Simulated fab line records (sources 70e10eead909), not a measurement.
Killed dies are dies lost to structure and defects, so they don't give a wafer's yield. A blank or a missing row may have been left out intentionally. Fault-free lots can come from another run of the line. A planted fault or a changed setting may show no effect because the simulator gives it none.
fab line records -- flow nand_harc -- part 1 of 2: steps 1 to 24 of 36
[record] lots = 5, wafers = 15, last_day = 24
route steps=1159 shown P_M2@325 P_BONDPAD@351
lots that met no fault: from a run of the same line without faults
start_h: hours from the record's first day to the start of the lot's first wafer shown -- wait_h: time in hours since the lot's previous step -- " repeats the value in the row above -- L1.1+2: one row covering several wafers at once -- - no value, or no start given -- * or withheld: withheld -- < > ~ a bound
route shown NAME@n: names a module that has steps shown in the file, with the first one's number in the route -- usual: mean/standard deviation of fault-free wafers -- same: alike in all rows -- chamber/n: place in a boat -- sites: readings site by site -- _std_site: the standard deviation of these -- _edge_site: the outer-site mean with the inner-site mean subtracted -- radius_mm: for every site, how far away it sits from the centre of the wafer -- mask NAME#n: copy n -- behind: tool/chamber where the wafer was last shaped -- hold: the reason the lot was held/the length of the hold in hours/how it ended -- device: the n, p or np transistor that did not switch -- end of line: the same wafers' tests at the end of the route -- a step given without rows: its recipe and nothing more -- killed: dies lost to structure and defects at the first sort, not the wafer's yield -- map: dies across one wafer; x = killed, . = not, _ = none there
set.NAME: the setting as run; set.NAME@STEP: as run at that earlier step -- model.NAME: the simulator's own value behind a step, which no gauge read
lots at selected steps of the route; one table per step, one row per wafer
services: when a tool's chamber went out of use (start_h, in hours from the record's first day, below 0 if earlier), for how many hours, and the reason
[[steps]]
[step NHARC_P_M2_EXPOSE_06]
[recipe] na = 1.35, target_cd_nm = 170, dose_mj = 80.78, mask_id = P_M2
[same] na = 1.35
lot.wafer,tool,chamber,start_h,wait_h,mask
L074.2+4+5,arfi_scanner-03,0,132.80,-,P_M2#0
L081.1+5+6,arfi_scanner-02,0,172.14,-,P_M2#0
L084.2+3+4,arfi_scanner-03,0,190.18,-,P_M2#0
L087.1+2+6,arfi_scanner-02,0,200.01,-,P_M2#0
L092.2+3+6,arfi_scanner-02,0,226.93,-,P_M2#0
[step NHARC_P_M2_PEB_07]
[recipe] peb_temp_c = 100, peb_time_s = 65
[usual] exhaust_pa = 45.0/0.87
lot.wafer,tool,chamber,start_h,wait_h,exhaust_pa
L074.2,litho_track-01,0,132.85,0.1,44.7
L074.4,litho_track-01,0,132.85,0.1,44.2
L074.5,litho_track-01,0,132.85,0.1,44.9
L081.1,litho_track-04,0,172.20,0.1,45.6
L081.5,litho_track-04,0,172.20,0.1,45.5
L081.6,litho_track-04,0,172.20,0.1,45.0
L084.2,litho_track-04,0,190.24,0.1,46.0
L084.3,litho_track-04,0,190.24,0.1,45.0
L084.4,litho_track-04,0,190.24,0.1,44.3
L087.1,litho_track-06,0,200.07,0.1,44.5
L087.2,litho_track-06,0,200.07,0.1,44.1
L087.6,litho_track-06,0,200.07,0.1,46.5
L092.2,litho_track-04,0,226.99,0.1,44.4
L092.3,litho_track-04,0,226.99,0.1,43.9
L092.6,litho_track-04,0,226.99,0.1,44.7
[step NHARC_P_M2_DEVELOP_08]
[recipe] develop_time_s = 35, dev_temp_c = 23
[usual] exhaust_pa = 45.0/0.97
lot.wafer,tool,chamber,start_h,wait_h,exhaust_pa
L074.2,litho_track-01,0,-,-,45.0
L074.4,litho_track-01,0,-,-,45.0
L074.5,litho_track-01,0,-,-,46.0
L081.1,litho_track-04,0,-,-,44.2
L081.5,litho_track-04,0,-,-,46.1
L081.6,litho_track-04,0,-,-,45.2
L084.2,litho_track-04,0,-,-,44.4
L084.3,litho_track-04,0,-,-,43.9
L084.4,litho_track-04,0,-,-,45.2
L087.1,litho_track-06,0,-,-,46.4
L087.2,litho_track-06,0,-,-,45.1
L087.6,litho_track-06,0,-,-,46.3
L092.2,litho_track-04,0,-,-,45.5
L092.3,litho_track-04,0,-,-,45.7
L092.6,litho_track-04,0,-,-,45.4
[step NHARC_P_M2_CD_MEAS_09]
[recipe] target_cd_nm = 170, landing_energy_ev = 500
[usual] cd_nm = 170.0/0.58
[same] landing_energy_ev = 500
lot.wafer,tool,chamber,start_h,wait_h,cd_nm
L074.2,cd_sem-02,0,132.93,-,170.2
L074.4,cd_sem-02,0,132.93,-,170.4
L074.5,cd_sem-02,0,132.93,-,170.5
L081.1,cd_sem-03,0,172.29,-,170.1
L081.5,cd_sem-03,0,172.29,-,170.3
L081.6,cd_sem-03,0,172.29,-,170.2
L084.2,cd_sem-01,0,190.32,-,171.2
L084.3,cd_sem-01,0,190.32,-,171.0
L084.4,cd_sem-01,0,190.32,-,170.7
L087.1,cd_sem-02,0,200.15,-,170.0
L087.2,cd_sem-02,0,200.15,-,169.6
L087.6,cd_sem-02,0,200.15,-,170.5
L092.2,cd_sem-02,0,227.07,-,170.8
L092.3,cd_sem-02,0,227.07,-,170.0
L092.6,cd_sem-02,0,227.07,-,169.5
[step NHARC_P_M2_OVL_MEAS_10]
[recipe] pitch_nm = 340
[usual] overlay_x_nm = -0.4/0.84, overlay_y_nm = 0.1/0.98
lot.wafer,tool,chamber,start_h,wait_h,overlay_x_nm,overlay_y_nm
L074.2,overlay-02,-,133.02,-,-0.5,-0.3
L074.4,overlay-02,-,133.02,-,-0.5,-1.1
L074.5,overlay-02,-,133.02,-,-0.4,-0.2
L081.1,overlay-02,-,172.38,-,1.4,-0.3
L081.5,overlay-02,-,172.38,-,1.2,-0.5
L081.6,overlay-02,-,172.38,-,1.2,-0.1
L084.2,overlay-01,-,190.41,-,-0.4,-1.3
L084.3,overlay-01,-,190.41,-,-0.4,-1.4
L084.4,overlay-01,-,190.41,-,-0.9,-1.2
L087.1,overlay-02,-,200.24,-,-0.7,1.2
L087.2,overlay-02,-,200.24,-,-0.5,1.4
L087.6,overlay-02,-,200.24,-,-0.9,1.0
L092.2,overlay-01,-,227.16,-,-0.7,-1.0
L092.3,overlay-01,-,227.16,-,-0.4,-1.0
L092.6,overlay-01,-,227.16,-,-0.3,-0.8
[step NHARC_P_M2_INSPECT_11]
[usual] raw_defect_count = 4.0/2
lot.wafer,tool,chamber,start_h,wait_h,raw_defect_count
L074.2,defect_inspect-01,-,133.06,0.0,3
L074.4,defect_inspect-01,-,133.06,0.0,2
L074.5,defect_inspect-01,-,133.06,0.0,3
L081.1,defect_inspect-01,-,172.41,0.0,7
L081.5,defect_inspect-01,-,172.41,0.0,0
L081.6,defect_inspect-01,-,172.41,0.0,6
L084.2,defect_inspect-01,-,190.44,0.0,9
L084.3,defect_inspect-01,-,190.44,0.0,6
L084.4,defect_inspect-01,-,190.44,0.0,6
L087.1,defect_inspect-01,-,200.28,0.0,2
L087.2,defect_inspect-01,-,200.28,0.0,6
L087.6,defect_inspect-01,-,200.28,0.0,1
L092.2,defect_inspect-01,-,227.20,0.0,6
L092.3,defect_inspect-01,-,227.20,0.0,2
L092.6,defect_inspect-01,-,227.20,0.0,5
[step NHARC_P_M2_DESCUM_14]
[recipe] time_s = 3, o2_flow_sccm = 200, ar_flow_sccm = 0, bias_power_w = 0, chemistry = O2
[usual] drypump_motor_current_A = 5.8/0.4, mfc_ar_sccm = 0.007/0.0095, oes_product_au = 0.991/0.0091, rf_vpp_V = 57.9/0.94, showerhead_plenum_p_Torr = 1.91/0.11, throttle_valve_pct = 11.312/0.0082
lot.wafer,tool,chamber,start_h,wait_h,drypump_motor_current_A,mfc_ar_sccm,oes_product_au,rf_hours_counter_h,rf_vpp_V,showerhead_plenum_p_Torr,throttle_valve_pct
L074.2,rie_diel-05,1,133.13,0.1,5.7,0.034,0.985,46,59.1,1.97,11.316
L074.4,rie_diel-05,1,133.13,0.1,5.7,0.034,0.996,-,57.1,1.97,11.309
L074.5,rie_diel-05,2,133.13,0.1,5.5,0,1.006,-,56.4,1.96,11.307
L081.1,rie_diel-04,0,172.50,0.1,5.2,0,0.996,2,57.1,1.79,11.296
L081.6,rie_diel-04,1,172.50,0.1,5.7,0,0.994,-,59.7,1.95,11.316
L081.5,rie_diel-04,2,172.50,0.1,5.9,0.004,1.003,-,55.8,1.79,11.305
L084.2,rie_diel-04,2,190.50,0.1,5.9,0.004,0.990,2,56.2,1.79,11.312
L084.3,rie_diel-04,3,190.50,0.1,6.3,0.019,0.974,2,59.2,2.06,11.324
L084.4,rie_diel-04,0,190.50,0.1,5.2,0,0.986,2,57.6,1.79,11.305
L087.2,rie_diel-04,3,200.36,0.1,6.3,0.019,0.992,3,58.3,2.06,11.302
L087.1,rie_diel-04,1,200.36,0.1,5.8,0,0.982,3,58.8,1.95,11.311
L087.6,rie_diel-04,0,200.36,0.1,5.3,0,0.996,-,57.3,1.79,11.322
L092.2,rie_diel-04,2,227.26,0.1,5.9,0.004,0.984,4,57.3,1.79,11.309
L092.3,rie_diel-04,1,227.26,0.1,5.8,0,0.966,4,56.8,1.95,11.320
L092.6,rie_diel-04,2,227.26,0.1,5.9,0.004,0.989,-,57.1,1.79,11.325
[step NHARC_P_M2_ETCH_35]
[recipe] target_depth_a = 400, overetch_a = 120, time_s = 43.94, ion_energy_ev = 200, n2_flow_sccm = 150, h2_flow_sccm = 150, ar_flow_sccm = 0, rf_w = 400, bias_w = 150, chemistry = N2/H2
[usual] drypump_motor_current_A = 5.8/0.39, mfc_ar_sccm = 0.007/0.0097, oes_product_au = 0.992/0.0082, rf_vpp_V = 430/3.3, showerhead_plenum_p_Torr = 2.03/0.12, throttle_valve_pct = 14.173/0.0092
lot.wafer,tool,chamber,start_h,wait_h,drypump_motor_current_A,mfc_ar_sccm,oes_product_au,rf_hours_counter_h,rf_vpp_V,showerhead_plenum_p_Torr,throttle_valve_pct
L074.2,rie_diel-05,2,133.23,0.1,5.5,0,1.007,42,432,2.09,14.165
L074.4,rie_diel-05,0,133.23,0.1,5.6,0,1.005,-,428,1.97,14.177
L074.5,rie_diel-05,1,133.23,0.1,5.7,0.034,0.991,-,433,2.11,14.185
L081.1,rie_diel-04,0,172.57,0.1,5.3,0,0.986,2,426,1.90,14.171
L081.6,rie_diel-04,3,172.57,0.1,6.3,0.019,1.000,-,435,2.20,14.185
L081.5,rie_diel-04,0,172.57,0.1,5.3,0,0.988,-,427,1.90,14.159
L084.4,rie_diel-04,0,190.59,0.1,5.3,0,0.994,3,425,1.90,14.168
L084.3,rie_diel-04,1,190.59,0.1,5.7,0,0.983,2,431,2.08,14.172
L084.2,rie_diel-04,3,190.59,0.1,6.3,0.019,0.991,2,434,2.20,14.150
L087.2,rie_diel-04,1,200.45,0.1,5.8,0,0.994,3,430,2.08,14.177
L087.1,rie_diel-04,3,200.45,0.1,6.3,0.019,0.987,3,434,2.20,14.184
L087.6,rie_diel-04,0,200.45,0.1,5.3,0,0.990,-,426,1.90,14.181
L092.3,rie_diel-04,3,227.34,0.1,6.3,0.019,0.981,4,434,2.20,14.183
L092.2,rie_diel-04,2,227.34,0.1,5.9,0.004,1.004,4,427,1.91,14.165
L092.6,rie_diel-04,0,227.34,0.1,5.3,0,0.995,-,426,1.90,14.183
[step NHARC_P_M2_ETCH_15]
[recipe] target_depth_a = 1825, time_s = 91.2, c4f8_flow_sccm = withheld, ar_flow_sccm = 400, rf_w = 600, bias_w = 300, chemistry = C4F8/Ar
[usual] oes_product_au = 0.949/0.019, rf_vpp_V = 441/3.4
lot.wafer,tool,chamber,start_h,wait_h,oes_product_au,rf_hours_counter_h,rf_vpp_V
L074.2,rie_diel-05,0,-,-,0.939,50,440
L074.4,rie_diel-05,2,-,-,0.933,-,443
L074.5,rie_diel-05,1,-,-,0.909,-,443
L081.1,rie_diel-04,2,-,-,0.919,2,437
L081.5,rie_diel-04,3,-,-,0.902,-,446
L081.6,rie_diel-04,0,-,-,0.923,-,437
L084.4,rie_diel-04,2,-,-,0.969,2,436
L084.2,rie_diel-04,3,-,-,0.946,2,445
L084.3,rie_diel-04,0,-,-,0.960,3,436
L087.1,rie_diel-04,1,-,-,0.949,3,443
L087.2,rie_diel-04,3,-,-,0.956,3,446
L087.6,rie_diel-04,1,-,-,0.947,-,441
L092.2,rie_diel-04,2,-,-,0.957,4,438
L092.3,rie_diel-04,3,-,-,0.950,4,445
L092.6,rie_diel-04,2,-,-,0.952,-,439
[step NHARC_P_M2_CD_MEAS_16]
[usual] cd_nm = 169.5/0.77
lot.wafer,tool,chamber,start_h,wait_h,cd_nm
L074.2,cd_sem-02,-,133.47,-,169.7
L074.4,cd_sem-02,-,133.47,-,170.7
L074.5,cd_sem-02,-,133.47,-,170.9
L081.1,cd_sem-03,-,172.78,-,169.7
L081.5,cd_sem-03,-,172.78,-,170.4
L081.6,cd_sem-03,-,172.78,-,169.3
L084.2,cd_sem-01,-,190.86,-,171.1
L084.3,cd_sem-01,-,190.86,-,170.3
L084.4,cd_sem-01,-,190.86,-,171.6
L087.1,cd_sem-03,-,200.66,-,168.6
L087.2,cd_sem-03,-,200.66,-,169.0
L087.6,cd_sem-03,-,200.66,-,169.9
L092.2,cd_sem-02,-,227.57,-,169.4
L092.3,cd_sem-02,-,227.57,-,168.8
L092.6,cd_sem-02,-,227.57,-,168.9
[step NHARC_P_M2_STRIP_18]
[recipe] power_w = 1000, n2_flow_sccm = 150, h2_flow_sccm = 150, ar_flow_sccm = 0, bias_w = 0, chemistry = N2/H2
[usual] drypump_motor_current_A = 5.8/0.44, mfc_ar_sccm = 0.008/0.011, oes_product_au = 0.993/0.011, rf_vpp_V = 90.7/1.1, showerhead_plenum_p_Torr = 2.04/0.12, throttle_valve_pct = 14.172/0.01
lot.wafer,tool,chamber,start_h,wait_h,drypump_motor_current_A,mfc_ar_sccm,oes_product_au,rf_hours_counter_h,rf_vpp_V,showerhead_plenum_p_Torr,throttle_valve_pct
L074.2,rie_diel-04,1,133.56,0.1,5.8,0,0.997,1,91.7,2.08,14.167
L074.4,rie_diel-04,2,133.56,0.1,5.9,0.004,1.001,1,89.4,1.91,14.159
L074.5,rie_diel-04,0,133.56,0.1,5.2,0,0.992,-,90.1,1.91,14.189
L081.1,rie_diel-05,0,172.85,0.1,5.6,0,0.980,0,90.5,1.96,14.182
L081.5,rie_diel-05,0,172.85,0.1,5.6,0,0.975,-,89.9,1.96,14.169
L081.6,rie_diel-05,1,172.85,0.1,5.7,0.034,1.004,-,91.1,2.10,14.163
L084.2,rie_diel-04,1,190.95,0.1,5.7,0,0.972,3,91.8,2.08,14.176
L084.4,rie_diel-04,2,190.95,0.1,5.9,0.004,0.994,2,89.8,1.91,14.167
L084.3,rie_diel-04,3,190.95,0.1,6.3,0.019,0.988,3,91.1,2.20,14.164
L087.1,rie_diel-07,2,200.75,0.1,6.8,0,1.013,30,93.0,2.14,14.173
L087.2,rie_diel-07,0,200.75,0.1,6.0,0.036,1.002,22,90.8,2.03,14.161
L087.6,rie_diel-07,2,200.75,0.1,6.8,0,1.010,-,91.9,2.14,14.167
L092.3,rie_diel-04,3,227.64,0.1,6.3,0.019,0.979,4,91.4,2.20,14.158
L092.2,rie_diel-04,1,227.64,0.1,5.7,0,0.993,4,89.8,2.08,14.173
L092.6,rie_diel-04,3,227.64,0.1,6.3,0.019,0.978,-,90.8,2.20,14.179
[step NHARC_P_M2_ETCH_28]
[recipe] target_depth_a = 300, over_etch_frac = 0.3, time_s = 72.99, ion_energy_ev = 150, cf4_flow_sccm = 50, n2_flow_sccm = 100, ar_flow_sccm = 150, rf_w = 300, bias_w = 100, chemistry = CF4/N2
[usual] drypump_motor_current_A = 5.8/0.43, mfc_ar_sccm = 150.0/0.42, oes_product_au = 0.994/0.0093, rf_vpp_V = 314.2/2.6, showerhead_plenum_p_Torr = 2.63/0.14, throttle_valve_pct = 19.794/0.0092
[same] over_etch_frac = 0.3
lot.wafer,tool,chamber,start_h,wait_h,drypump_motor_current_A,mfc_ar_sccm,oes_product_au,rf_hours_counter_h,rf_vpp_V,showerhead_plenum_p_Torr,throttle_valve_pct
L074.4,rie_diel-04,1,-,-,5.7,150.1,0.973,1,314.8,2.67,19.804
L074.2,rie_diel-04,2,-,-,5.9,150.0,0.994,1,311.6,2.47,19.807
L074.5,rie_diel-04,0,-,-,5.2,150.0,0.990,-,310.4,2.47,19.789
L081.1,rie_diel-05,0,-,-,5.6,149.5,0.985,0,312.2,2.54,19.804
L081.6,rie_diel-05,3,-,-,5.6,150.3,0.983,-,316.7,2.74,19.794
L081.5,rie_diel-05,0,-,-,5.6,150.3,0.981,-,311.4,2.53,19.790
L084.4,rie_diel-04,0,-,-,5.2,149.6,0.991,3,311.1,2.47,19.800
L084.2,rie_diel-04,1,-,-,5.7,150.5,1.003,3,315.3,2.67,19.804
L084.3,rie_diel-04,3,-,-,6.3,150.4,0.982,3,319.3,2.81,19.783
L087.2,rie_diel-07,3,-,-,5.0,149.9,0.997,24,318.0,2.80,19.791
L087.1,rie_diel-07,1,-,-,6.1,150.0,1.014,24,315.6,2.71,19.790
L087.6,rie_diel-07,0,-,-,6.0,150.4,0.999,-,313.6,2.61,19.786
L092.2,rie_diel-04,1,-,-,5.7,150.0,0.995,4,316.8,2.67,19.797
L092.3,rie_diel-04,0,-,-,5.2,149.9,0.993,4,309.8,2.46,19.799
L092.6,rie_diel-04,1,-,-,5.7,150.2,0.990,-,314.7,2.67,19.794
[step NHARC_P_M2_STRIP_19]
[recipe] time_s = 600, temp_c = 30, chemistry = post_etch_residue_remover
lot.wafer,tool,chamber,start_h,wait_h
L074.5+2+4,wet_bench-08,"3,6,7",133.91,-
L081.1+6+5,wet_bench-10,"5,7,0",173.25,-
L084.2+4+3,wet_bench-08,"5,6,7",191.32,-
L087.6+2+1,wet_bench-08,"0,1,5",201.12,-
L092.3+6+2,wet_bench-10,"2,5,6",228.01,-
[step NHARC_P_M2_DEGAS_29]
[recipe] temp_c = 250, time_s = 60
[usual] heater_power_w = 352/38
lot.wafer,tool,chamber,start_h,wait_h,heater_power_w
L074.2,pvd_sputter-03,-,134.18,-,361
L074.4,pvd_sputter-03,-,134.18,-,441
L074.5,pvd_sputter-03,-,134.18,-,368
L081.1,pvd_sputter-01,-,173.57,-,343
L081.5,pvd_sputter-01,-,173.57,-,356
L081.6,pvd_sputter-01,-,173.57,-,330
L084.2,pvd_sputter-02,-,191.58,-,322
L084.4,pvd_sputter-02,-,191.58,-,301
L084.3,pvd_sputter-02,-,191.58,-,361
L087.2,pvd_sputter-01,-,201.41,-,347
L087.1,pvd_sputter-01,-,201.41,-,383
L087.6,pvd_sputter-01,-,201.41,-,335
L092.2,pvd_sputter-02,-,228.29,-,353
L092.3,pvd_sputter-02,-,228.29,-,306
L092.6,pvd_sputter-02,-,228.29,-,358
[step NHARC_P_M2_PRE_CLEAN_30]
[recipe] time_s = 30, temp_c = 280, gas = H2/He
[usual] heater_power_w = 433/45
lot.wafer,tool,chamber,start_h,wait_h,heater_power_w
L074.2,pvd_sputter-03,-,-,-,456
L074.4,pvd_sputter-03,-,-,-,401
L074.5,pvd_sputter-03,-,-,-,345
L081.1,pvd_sputter-01,-,-,-,482
L081.5,pvd_sputter-01,-,-,-,419
L081.6,pvd_sputter-01,-,-,-,485
L084.3,pvd_sputter-02,-,-,-,447
L084.4,pvd_sputter-02,-,-,-,438
L084.2,pvd_sputter-02,-,-,-,369
L087.2,pvd_sputter-01,-,-,-,459
L087.1,pvd_sputter-01,-,-,-,424
L087.6,pvd_sputter-01,-,-,-,473
L092.2,pvd_sputter-02,-,-,-,373
L092.3,pvd_sputter-02,-,-,-,375
L092.6,pvd_sputter-02,-,-,-,437
[step NHARC_P_M2_PVD_20]
[recipe] target_thk_a = 50, bias_v = 168.6, power_w = 15000, chamber_pressure_pa = 0.12, time_s = 8.06, substrate_temp_c = 50, material = TaN
[usual] throttle_valve_pct = 30.8/1.2
lot.wafer,tool,chamber,start_h,wait_h,throttle_valve_pct
L074.4,pvd_sputter-03,-,-,-,31.5
L074.2,pvd_sputter-03,-,-,-,30.0
L074.5,pvd_sputter-03,-,-,-,31.4
L081.1,pvd_sputter-01,-,-,-,29.2
L081.5,pvd_sputter-01,-,-,-,29.2
L081.6,pvd_sputter-01,-,-,-,32.2
L084.4,pvd_sputter-02,-,-,-,32.4
L084.2,pvd_sputter-02,-,-,-,31.1
L084.3,pvd_sputter-02,-,-,-,30.9
L087.2,pvd_sputter-01,-,-,-,32.2
L087.1,pvd_sputter-01,-,-,-,32.5
L087.6,pvd_sputter-01,-,-,-,29.4
L092.2,pvd_sputter-02,-,-,-,31.5
L092.3,pvd_sputter-02,-,-,-,30.1
L092.6,pvd_sputter-02,-,-,-,31.4
[step NHARC_P_M2_PVD_21]
[recipe] target_thk_a = 300, chamber_pressure_pa = 5, power_w = 5000, substrate_temp_c = 30, time_s = 20.49, material = Cu
[usual] throttle_valve_pct = 30.8/1.2
lot.wafer,tool,chamber,start_h,wait_h,throttle_valve_pct
L074.4,pvd_sputter-03,-,-,-,31.3
L074.2,pvd_sputter-03,-,-,-,29.4
L074.5,pvd_sputter-03,-,-,-,29.5
L081.1,pvd_sputter-01,-,-,-,29.4
L081.6,pvd_sputter-01,-,-,-,29.2
L081.5,pvd_sputter-01,-,-,-,28.8
L084.4,pvd_sputter-02,-,-,-,32.6
L084.3,pvd_sputter-02,-,-,-,30.6
L084.2,pvd_sputter-02,-,-,-,31.7
L087.2,pvd_sputter-01,-,-,-,31.9
L087.1,pvd_sputter-01,-,-,-,29.1
L087.6,pvd_sputter-01,-,-,-,32.1
L092.3,pvd_sputter-02,-,-,-,30.5
L092.2,pvd_sputter-02,-,-,-,31.4
L092.6,pvd_sputter-02,-,-,-,30.5
[step NHARC_P_M2_ECD_22]
[recipe] target_thk_a = 4000, bath_temp_c = 25, material = Cu
lot.wafer,tool,chamber,start_h,wait_h
L074.2+4+5,ecd_cu-01,"1,0,1",134.62,-
L081.1+6+5,ecd_cu-02,"1,0,1",173.99,-
L084.2+3+4,ecd_cu-02,"0,0,1",191.98,-
L087.1+2+6,ecd_cu-02,"0,1,0",201.77,-
L092.2+3+6,ecd_cu-02,"0,0,1",228.67,-
[step NHARC_P_M2_ANNEAL_31]
[recipe] temp_c = 225, time_s = 90
[usual] wafer_temp_C_max = 226.3/0.33
lot.wafer,tool,chamber,start_h,wait_h,wafer_temp_C_max
L074.2,rtp_anneal-02,0,135.00,-,225.9
L074.4,rtp_anneal-02,0,135.00,-,226.1
L074.5,rtp_anneal-02,0,135.00,-,226.0
L081.1,rtp_anneal-02,0,174.32,-,226.0
L081.5,rtp_anneal-02,0,174.32,-,226.1
L081.6,rtp_anneal-02,0,174.32,-,225.8
L084.2,rtp_anneal-01,0,192.41,0.4,226.8
L084.3,rtp_anneal-01,0,192.41,0.4,226.5
L084.4,rtp_anneal-01,0,192.41,0.4,227.0
L087.1,rtp_anneal-02,0,202.15,-,226.5
L087.2,rtp_anneal-02,0,202.15,-,226.3
L087.6,rtp_anneal-02,0,202.15,-,225.9
L092.2,rtp_anneal-02,0,229.11,-,225.9
L092.3,rtp_anneal-02,0,229.11,-,226.7
L092.6,rtp_anneal-02,0,229.11,-,226.0
[step NHARC_P_M2_CMP_23]
[recipe] t_overpolish_s = 20, target_thk_nm = 144.3
[usual] motor_current_A = 12.0/0.96, time_to_endpoint_s = 29/3.2
lot.wafer,tool,chamber,start_h,wait_h,motor_current_A,time_to_endpoint_s
L074.4,cmp-04,3,135.29,-,11.2,22
L074.2,cmp-04,0,135.29,-,11.7,32
L074.5,cmp-04,0,135.29,-,11.4,33
L081.1,cmp-04,3,174.67,-,11.1,22
L081.5,cmp-04,3,174.67,-,11.1,22
L081.6,cmp-04,0,174.67,-,12.2,32
L084.3,cmp-04,2,192.71,-,11.5,26
L084.2,cmp-04,0,192.71,-,12.1,32
L084.4,cmp-04,1,192.71,-,13.5,24
L087.2,cmp-03,0,202.55,-,11.1,29
L087.1,cmp-03,1,202.55,-,10.0,31
L087.6,cmp-03,2,202.55,-,12.1,33
L092.2,cmp-04,1,229.40,-,13.5,26
L092.3,cmp-04,3,229.40,-,12.0,25
L092.6,cmp-04,2,229.40,-,12.3,29
[step NHARC_P_M2_THK_MEAS_24]
[recipe] thk_meas_gauge = xrf
[usual] thk_nm = 144.0/1.5
lot.wafer,tool,chamber,start_h,wait_h,thk_nm
L074.2,film_metro-01,-,135.61,-,146.6
L074.4,film_metro-01,-,135.61,-,143.3
L074.5,film_metro-01,-,135.61,-,144.8
L081.1,film_metro-01,-,174.99,-,143.6
L081.5,film_metro-01,-,174.99,-,144.3
L081.6,film_metro-01,-,174.99,-,147.9
L084.2,film_metro-02,-,193.02,-,144.0
L084.3,film_metro-02,-,193.02,-,144.8
L084.4,film_metro-02,-,193.02,-,142.0
L087.1,film_metro-01,-,202.81,-,143.2
L087.2,film_metro-01,-,202.81,-,142.9
L087.6,film_metro-01,-,202.81,-,145.0
L092.2,film_metro-02,-,229.72,-,143.8
L092.3,film_metro-02,-,229.72,-,142.1
L092.6,film_metro-02,-,229.72,-,142.7
[step NHARC_P_M2_SRD_25]
lot.wafer,tool,chamber,start_h,wait_h
L074.2+5+4,wet_bench-08,"6,7,0",135.65,0.0
L081.1+6+5,wet_bench-10,"7,0,1",175.03,0.0
L084.2+4+3,wet_bench-10,"4,7,0",193.06,0.0
L087.2+1+6,wet_bench-10,"0,1,2",202.86,0.0
L092.2+6+3,wet_bench-08,"3,4,6",229.77,0.0
[step NHARC_P_M2_INSPECT_27]
[usual] raw_defect_count = 314/110
lot.wafer,tool,chamber,start_h,wait_h,raw_defect_count
L074.2,defect_inspect-01,-,135.77,0.0,179
L074.4,defect_inspect-01,-,135.77,0.0,127
L074.5,defect_inspect-01,-,135.77,0.0,287
L081.1,defect_inspect-01,-,175.17,0.0,245
L081.5,defect_inspect-01,-,175.17,0.0,252
L081.6,defect_inspect-01,-,175.17,0.0,367
L084.2,defect_inspect-01,-,193.18,0.0,319
L084.3,defect_inspect-01,-,193.18,0.0,251
L084.4,defect_inspect-01,-,193.18,0.0,247
L087.1,defect_inspect-02,-,202.97,0.0,266
L087.2,defect_inspect-02,-,202.97,0.0,387
L087.6,defect_inspect-02,-,202.97,0.0,203
L092.2,defect_inspect-01,-,229.88,0.0,242
L092.3,defect_inspect-01,-,229.88,0.0,248
L092.6,defect_inspect-01,-,229.88,0.0,326
[step NHARC_P_M2_PRE_CLEAN_32]
[recipe] time_s = 12, temp_c = 370, rf_power_w = 300, gas = NH3
[usual] heater_power_w = 627/71
lot.wafer,tool,chamber,start_h,wait_h,heater_power_w
L074.2,pecvd-01,0,135.83,0.1,513
L074.5,pecvd-01,1,135.83,0.1,597
L074.4,pecvd-01,2,135.83,0.1,666
L081.1,pecvd-01,2,175.26,0.1,629
L081.6,pecvd-01,0,175.26,0.1,582
L081.5,pecvd-01,2,175.26,0.1,625
L084.2,pecvd-03,0,193.26,0.1,654
L084.3,pecvd-03,1,193.26,0.1,621
L084.4,pecvd-03,2,193.26,0.1,520
L087.2,pecvd-03,1,203.26,0.3,660
L087.1,pecvd-03,2,203.26,0.3,580
L087.6,pecvd-03,2,203.26,0.3,597
L092.2,pecvd-01,1,229.96,0.1,648
L092.3,pecvd-01,2,229.96,0.1,703
L092.6,pecvd-01,1,229.96,0.1,632
